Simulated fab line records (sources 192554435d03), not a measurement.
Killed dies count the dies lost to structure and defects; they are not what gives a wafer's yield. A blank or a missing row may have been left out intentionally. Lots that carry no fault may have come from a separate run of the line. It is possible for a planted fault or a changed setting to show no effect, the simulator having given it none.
A struck lot beside a sound one    flow n5 finfet    40 out of 1938 route steps
Sound: wafers L582.1, L582.2, L582.5. Struck: wafers L580.2, L580.3, L580.4. Last of all comes the cause.
Each step with rows lists, per side, the tool, then ch with its chambers, then its first start. Under that, the readings that differ: sound wafers    struck wafers    difference of the means    sigmas: that difference in standard deviations of wafers without a fault.
alike: readings whose means differ by less than 2 such deviations, and words and numbers that are the same on both sides. not compared: withheld readings, readings that some wafer has no value for, bounds like >300 that may hide the same value, and numbers for which the record gives no deviation and whose values overlap.
A row with sigmas, a row that says differs or no value, or rows on one side alone: a step with any of these is where the two part. Numbers that have no deviation but don't overlap get no sigmas and don't part them. Lack of a reading on every wafer of one side parts them only where that side has two or more wafers.

first, 10 steps without rows for these wafers: N5_HKMG_FIN_CMP_23 (polishes, stops on SiNx, t overpolish 10 s, target thk 46.326 nm); N5_HKMG_FIN_CMP_94 (polishes, stops on SiNx, t overpolish 4.7 s, target thk 43.299 nm); N5_GATE_CUT_ETCHBACK_00 (etches W in SF6/Cl2); N5_GATE_CUT_ETCH_56 (etches TiN in Cl2/Ar, target depth 21.6 nm); N5_GATE_CUT_ETCHBACK_30 (etches TiN in Cl2/Ar, target depth 3 nm); N5_GATE_CUT_VAPOR_ETCH_60 (etches HfO2 in BCl3/Cl2); N5_GATE_CUT_ETCH_58 (etches SiNx in CH3F/O2, target depth 17 nm, time 128.6 s); N5_GATE_CUT_STRIP_59 (strips in N2/H2, time 20 s); N5_GATE_CUT_PRECLEAN_31 (cleans in DIW, time 300 s); N5_GATE_CUT_SRD_32 (time 30 s).
N5_GATE_CUT_SAC_CAP_01: material SiNx, target thk 24 nm, pulse time 1 s, ald cycles 480.
  sound on ald sin-03 ch 0,1,3, day 9 22:34; struck on ald sin-03 ch 0,1,2, day 9 08:02
  no value came back on the struck wafers for any of 5 readings (ald cycles, chamber pressure Torr (Torr) and others); on the sound wafers ald cycles reads 480 480 480
then, 21 steps without rows for these wafers: N5_GATE_CUT_PECVD_57 (deposits SiNx from SiH4/NH3/N2, target thk 21 nm); N5_GATE_CUT_CMP_02 (polishes, stops on SiO2, t overpolish 12.7 s, target thk 0 nm); N5_GATE_CUT_HM_DEP_46 (deposits SiO2 from TEOS/O2, target thk 130 nm, time 26.6 s); N5_GATE_CUT_COAT_34 (time 60 s, resist thk 60 nm); N5_GATE_CUT_COAT_35 (time 60 s, resist thk 10 nm); N5_GATE_CUT_COAT_27 (time 60 s, resist thk 10 nm); N5_GATE_CUT_COAT_07 (resist thk 30 nm); N5_GATE_CUT_EBR_09; N5_GATE_CUT_SOFTBAKE_08 (time 60 s); N5_GATE_CUT_EXPOSE_10 (exposes mask GATE CUT, target cd 20 nm); N5_GATE_CUT_PEB_11 (peb time 60 s); N5_GATE_CUT_DEVELOP_12 (develop time 30 s); N5_GATE_CUT_DESCUM_18 (chemistry O2, time 7 s); N5_GATE_CUT_ETCH_28 (etches underlayer in N2/H2, target depth 13 nm, time 10.4 s); N5_GATE_CUT_ETCH_36 (etches SiARC in CF4, target depth 13 nm, time 21.7 s); N5_GATE_CUT_ETCH_37 (etches SOC in N2/H2, target depth 60 nm, overetch 12 nm, time 90 s); N5_GATE_CUT_STRIP_38 (strips in N2/H2); N5_GATE_CUT_STRIP_39 (strips in N2/H2); N5_GATE_CUT_HM_OPEN_40 (chemistry C4F6/O2, target SiO2, target depth 139 nm, time 85.1 s); N5_GATE_CUT_STRIP_41 (strips in CF4); N5_GATE_CUT_STRIP_42 (strips in O2).
N5_GATE_CUT_ETCH_19: etches SiNx in CH3F/O2, target depth 53.7 nm, time 76.7 s.
  sound on rie diel-03 ch 1,2,3, day 10 02:02; struck on rie diel-01 ch 0,2,3, day 9 11:36
reading                                       sound            struck             difference  sigmas
etch rf on time s (s)                         76.8 77.8 77.7   6.0 6.0 6.0        -71.4       -79
oes product au (a.u.)                         0.70 0.58 0.68   0.33 0.30 0.34     -0.33       -4
model.SiO2_of_GATE_CUT_HM_DEP_46.thk nm (nm)  124.6 123.6 127  130.8 128.8 131.4  +5.3        
model.GATE_CUT.cd nm (nm)                     20.2 20.2 20.2   19 19.2 19         -1          
  alike: drypump motor current A, mfc ar sccm, rf vpp V, showerhead plenum p Torr, throttle valve pct
  not compared: rf hours counter h
then, 3 steps without rows for these wafers: N5_GATE_CUT_CUT_ETCH_53 (etches W in SF6/Cl2, target depth 79.2 nm); N5_GATE_CUT_CUT_ETCH_54 (etches TiN in Cl2/BCl3, target depth 96.7 nm); N5_GATE_CUT_CUT_ETCH_55 (etches HfO2 in BCl3, target depth 3.2 nm).
N5_GATE_CUT_ETCH_47: etches SiO2 in Cl2/BCl3, target depth 10 nm.
  sound on rie metal-01 ch 0,1, day 10 02:17; struck on rie metal-01 ch 0,1, day 9 11:52
reading                    sound           struck          difference  sigmas
model.GATE_CUT.cd nm (nm)  20.2 19.8 20.4  18.8 18.8 18.6  -1.4        
  alike: drypump motor current A, mfc ar sccm, oes product au, throttle valve pct
  not compared: rf hours counter h
N5_GATE_CUT_CMP_23: polishes, stops on SiO2, t overpolish 23.4 s, target thk 16 nm.
  sound on cmp-03 ch 0,1,3, day 10 04:07; struck on cmp-01 ch 0,1,2, day 9 13:38
reading                                       sound              struck             difference  sigmas
model.SiO2_of_GATE_CUT_HM_DEP_46.thk nm (nm)  103.2 102.2 105.6  109.6 107.6 110.2  +5.5        
  alike: edge zone pressure frac, motor current A, overpolish run s, time to endpoint s
N5_BEOL_M4_RC_MEAS_101:
  the record has rows for the sound wafers here (prober-01 ch 0, day 17 16:49) and none for the struck ones
-- record jumps: 13 days separate the struck wafers' starts on either side; left off in module BEOL_M4, taken up again in module PASSIVATION, whose first shown step is the route's number 1936 --
N5_PASSIVATION_PROBE_49:
  struck on prober-01, day 22 05:00; sound on prober-01, day 22 07:51
reading                   sound           struck          difference  sigmas
defect limited yield (%)  91.8 90.9 90.3  0 0 0           -91         -76
killed_at_M0_to_M3        33 53 57        9 6 8           -40         -4
killed_at_M4_up           10 15 13        1 3 0           -11         -2
killed at front end       45 35 37        1167 1168 1170  +1129       +99 or more
killed dies               97 107 114      1180 1180 1180  +1074       +72
killed on rim             14 14 11        152 152 152     +139        +39
killed open               66 59 75        16 8 13         -54         -5
killed short              29 46 39        7 9 5           -31         -4
sort_bin_5_function (%)   4.7 5.7 5.5     72.1 71.8 74.7  +67.6       +79
sort n pass               1083 1073 1066  0 0 0           -1074       -72
sort yield pct (%)        91.8 90.9 90.3  0 0 0           -91         -76
  alike: killed at contacts, killed at other, sort_bin_6_memory

WHERE THEY PART
First at N5_GATE_CUT_SAC_CAP_01; last, within this record, at N5_PASSIVATION_PROBE_49.

WHY: what had been put in by the simulator
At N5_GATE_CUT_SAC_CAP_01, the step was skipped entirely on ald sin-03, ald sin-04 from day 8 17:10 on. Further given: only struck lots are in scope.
